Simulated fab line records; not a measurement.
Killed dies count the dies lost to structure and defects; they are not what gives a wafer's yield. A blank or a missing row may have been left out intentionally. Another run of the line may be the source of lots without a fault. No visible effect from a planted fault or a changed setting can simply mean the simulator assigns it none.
Comparing a struck lot with a sound one + flow nand_harc + 13 out of 1302 route steps
Sound: the wafers L739.2, L739.3, L739.5. The struck wafers were L743.3, L743.5, L743.6. At the end, the cause is stated.
Each step with rows lists, per side, the tool, then ch with its chambers, then its first start. Under that, the readings that differ: sound wafers + struck wafers + difference of the means + sigmas: that difference in standard deviations of wafers without a fault.
alike: words and numbers the same on both sides, and readings whose means are apart by under 2 such deviations; not compared: readings that were withheld, readings missing a value for some wafer, numbers with overlapping values and no deviation given by the record, and bounds like >300 which may hide the same value.
The two part at a step that has a row with sigmas, a row that says differs or no value, or rows on one side only. Numbers that have no deviation but don't overlap get no sigmas and don't part them. A reading that every wafer of one side lacks parts them only if that side has two wafers or more.

first, 5 steps without rows for these wafers: NHARC_A_STAIRCASE_EBR_213; NHARC_A_STAIRCASE_EXPOSE_214 (exposes mask STAIR 3); NHARC_A_STAIRCASE_PEB_215 (peb time 130 s); NHARC_A_STAIRCASE_DEVELOP_216 (time 140 s); NHARC_A_STAIRCASE_HARDBAKE_218 (time 140 s).
NHARC_A_STAIRCASE_DESCUM_219: chemistry O2, time 3 s.
  sound on rie_diel-01 ch 0,1, day 16 20:03; struck on rie_diel-01 ch 0,1,2, day 18 15:17
  alike: drypump_motor_current_A, o2_flow_sccm, oes_product_au, rf_vpp_V, showerhead_plenum_p_Torr, throttle_valve_pct
  not compared: rf_hours_counter_h
NHARC_A_STAIRCASE_TRIM_220: chemistry O2, time 211.2 s.
  sound on rie_diel-01 ch 0,2, day 16 20:09; struck on rie_diel-01 ch 0,2, day 18 15:25
  alike: drypump_motor_current_A, o2_flow_sccm, oes_product_au, rf_vpp_V, showerhead_plenum_p_Torr, throttle_valve_pct
  not compared: rf_hours_counter_h
NHARC_A_STAIRCASE_ETCH_221: etches the open film in C4F8/O2, target depth 100 nm, time 40.5 s.
  sound: rie_diel-01 ch 1,2; struck: rie_diel-01 ch 0,1
  alike: bias_w, chamber_pressure_mTorr, oes_product_au, rf_vpp_V
  not compared: rf_hours_counter_h
NHARC_A_STAIRCASE_TRIM_222: chemistry O2, time 211.2 s.
  sound: rie_diel-01 ch 0,1,3; struck: rie_diel-01 ch 0,1
  alike: drypump_motor_current_A, o2_flow_sccm, oes_product_au, rf_vpp_V, showerhead_plenum_p_Torr, throttle_valve_pct
  not compared: rf_hours_counter_h
NHARC_A_STAIRCASE_ETCH_223: etches the open film in C4F8/O2, target depth 100 nm, time 40.5 s.
  sound: rie_diel-01 ch 0,1; struck: rie_diel-01 ch 0,1,2
  alike: bias_w, chamber_pressure_mTorr, oes_product_au, rf_vpp_V
  not compared: rf_hours_counter_h
then, 1 step without rows for these wafers: NHARC_A_STAIRCASE_TRIM_224 (chemistry O2, time 211.2 s).
NHARC_A_STAIRCASE_ETCH_225: etches the open film in C4F8/O2, target depth 100 nm, time 40.5 s.
  sound on rie_diel-01 ch 1,2,3, day 16 20:47; struck on rie_diel-01 ch 1,2, day 18 16:05
  no value came back on the struck wafers for any of 5 readings (bias_w (W), chamber_pressure_mTorr (mTorr) and others); on the sound wafers bias_w (W) reads 997.6 1005.3 1005.5
  not compared: rf_hours_counter_h
then, 1 step without rows for these wafers: NHARC_A_STAIRCASE_TRIM_226 (chemistry O2, time 211.2 s).

## WHERE THEY PART
Only at NHARC_A_STAIRCASE_ETCH_225, as far as this record shows.

WHY: the cause the simulator had injected
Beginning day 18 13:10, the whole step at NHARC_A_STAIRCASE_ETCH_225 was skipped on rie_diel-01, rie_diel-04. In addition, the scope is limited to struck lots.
